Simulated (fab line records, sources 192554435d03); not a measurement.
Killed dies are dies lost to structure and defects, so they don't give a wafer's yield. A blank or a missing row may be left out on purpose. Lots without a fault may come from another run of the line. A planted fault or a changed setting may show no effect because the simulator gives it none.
Split-lot experiment | flow n5_finfet | 7 lots, 21 wafers read, on a route of 1938 steps

THE SPLIT
At N5_BEOL_M0_SAQP_SPACER2_ALD_26 (deposits SiO2, target thk 15 nm, pulse time 1 s, purge time 2 s), the setting target_thk_a was moved away from the recipe's 150 angstrom on 7 of the 21 wafers read, by -11.8% to +12.9%. The other wafers ran this setting at the recipe's value.

FROM THE SPLIT TO THE READING: what the file shows between them, 2 steps
- N5_BEOL_M0_SAQP_SPACER2_ETCHBACK_27: etches SiO2 in CHF3/O2, target depth 22.5 nm, time 11.25 s
- N5_BEOL_M0_SAQP_MANDREL2_REMOVE_110: chemistry HBr/Cl2/O2, target a-Si, stops on SiCN, bt time 10 s

THE READING
cd_nm, in nm, at N5_BEOL_M0_SAQP_CD_MEAS_29 (target cd 14.4 nm). Fault-free wafers of this fab line usually give 15.04 nm, standard deviation 0.23 nm.

wafer  | tool, chamber at the split | target_thk_a as run, angstrom | against the recipe | cd_nm, nm | against lot-mates on the recipe
L077.1 | ald_sin-01, 3,0,1          | 150                           | recipe             | 15.19     | -
L077.2 | ald_sin-01, 3,0,1          | 150                           | recipe             | 15.25     | -
L077.6 | ald_sin-01, 3,0,1          | 150                           | recipe             | 15.05     | -
L078.1 | ald_sin-01, 1              | 132.3                         | -11.8%             | 13.14     | -1.34
L078.2 | ald_sin-01, 3              | 132.3                         | -11.8%             | 13.14     | -1.34
L078.5 | ald_sin-01, 2              | 150                           | recipe             | 14.48     | -
L085.1 | ald_sin-04, 2              | 142.2                         | -5.2%              | 14.14     | -0.90
L085.3 | ald_sin-04, 3              | 150                           | recipe             | 15.01     | -
L085.6 | ald_sin-04, 3              | 150                           | recipe             | 15.08     | -
L086.1 | ald_sin-01, 1              | 169.4                         | +12.9%             | 16.95     | +2.03
L086.4 | ald_sin-01, 3              | 150                           | recipe             | 14.99     | -
L086.5 | ald_sin-01, 0              | 150                           | recipe             | 14.85     | -
L087.3 | ald_sin-04, 1              | 150                           | recipe             | 15.02     | -
L087.5 | ald_sin-04, 2              | 150                           | recipe             | 15.41     | -
L087.6 | ald_sin-04, 1              | 150                           | recipe             | 15.29     | -
L092.3 | ald_sin-04, 2              | 150                           | recipe             | 14.99     | -
L092.4 | ald_sin-04, 3              | 157.8                         | +5.2%              | 15.53     | +0.40
L092.5 | ald_sin-04, 0              | 150                           | recipe             | 15.27     | -
L095.3 | ald_sin-01, 0              | 150                           | recipe             | 15.00     | -
L095.4 | ald_sin-01, 3,1            | 157.9                         | +5.3%              | 15.67     | +0.67
L095.5 | ald_sin-01, 3,1            | 157.9                         | +5.3%              | 15.66     | +0.66
Where a row lists several chambers, the file gives one row for several wafers and doesn't say which wafer went through which chamber.

THE FIT
A straight line over all 21 wafers: cd_nm changes by +0.15 nm for each +1% of target_thk_a; r = +0.97; the points scatter about the line by 0.21 nm.
The same after taking each lot's own level away (the mean of its wafers on the recipe; 21 wafers): +0.129 nm for each +1%; r = +0.98; scatter 0.16 nm.
On that fit, the largest move of target_thk_a shifts the reading by 1.7 nm.
The lots' own levels span 14.480 to 15.240 nm, that is 3.3 times the standard deviation above.
So the lot-to-lot level changes the slope: the two fits differ.
Check: with one of the wafers moved furthest among these (+12.9%) left out of the fit, the line predicts +1.49 nm for it against its lot-mates. It came out at +2.03 nm against them.

OTHER SPLITS ON THESE WAFERS
These wafers also went through other splits before the reading. Each is held against what the fit with the lots' levels taken away leaves over:
other split on the same wafers         | wafers away from the commonest value | r with cd_nm (lot level and that fit taken away)
N5_MOL_CONTACT_COAG_EXPOSE_05 dose_mj  | 7                                    | +0.27
N5_MOL_CONTACT_COAG_COAT_62 spin_rpm   | 10                                   | +0.16
N5_MOL_CONTACT_COAG_ALD_133 ald_cycles | 6                                    | +0.24
N5_MOL_CONTACT_COAG_ETCH_124 bias_w    | 6                                    | +0.19

THE WHOLE CHAIN: every reading that the file lists as answering this split, in the file's order
step                                | what it does                                                    | reading                                                                                     | change (the file's fit)               | r (the file's)
N5_BEOL_M0_SAQP_SPACER2_ALD_26      | deposits SiO2, target thk 15 nm, pulse time 1 s, purge time 2 s | SiO2_of_BEOL_M0_SAQP_SPACER2_ALD_26.thk_nm (the simulator's own value, which no gauge read) | +0.152 nm for each +1% of the setting | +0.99
N5_BEOL_M0_SAQP_MANDREL2_REMOVE_110 | chemistry HBr/Cl2/O2, target a-Si, stops on SiCN, bt time 10 s  | BEOL_M0_SAQP.cd_nm (the simulator's own value, which no gauge read)                         | +0.149 nm for each +1% of the setting | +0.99
N5_BEOL_M0_SAQP_CD_MEAS_29          | target cd 14.4 nm                                               | cd_nm                                                                                       | +0.135 nm for each +1% of the setting | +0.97
N5_BEOL_M0_HM_OPEN_105              | chemistry Cl2/BCl3, target TiN, target depth 12 nm              | SiO2_of_BEOL_M0_SAQP_SPACER2_ALD_26.thk_nm (the simulator's own value, which no gauge read) | +0.13 nm for each +1% of the setting  | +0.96

THE FILE'S OWN FIT
cd_nm changes by +0.135 nm for each +1% of target_thk_a, r = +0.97.
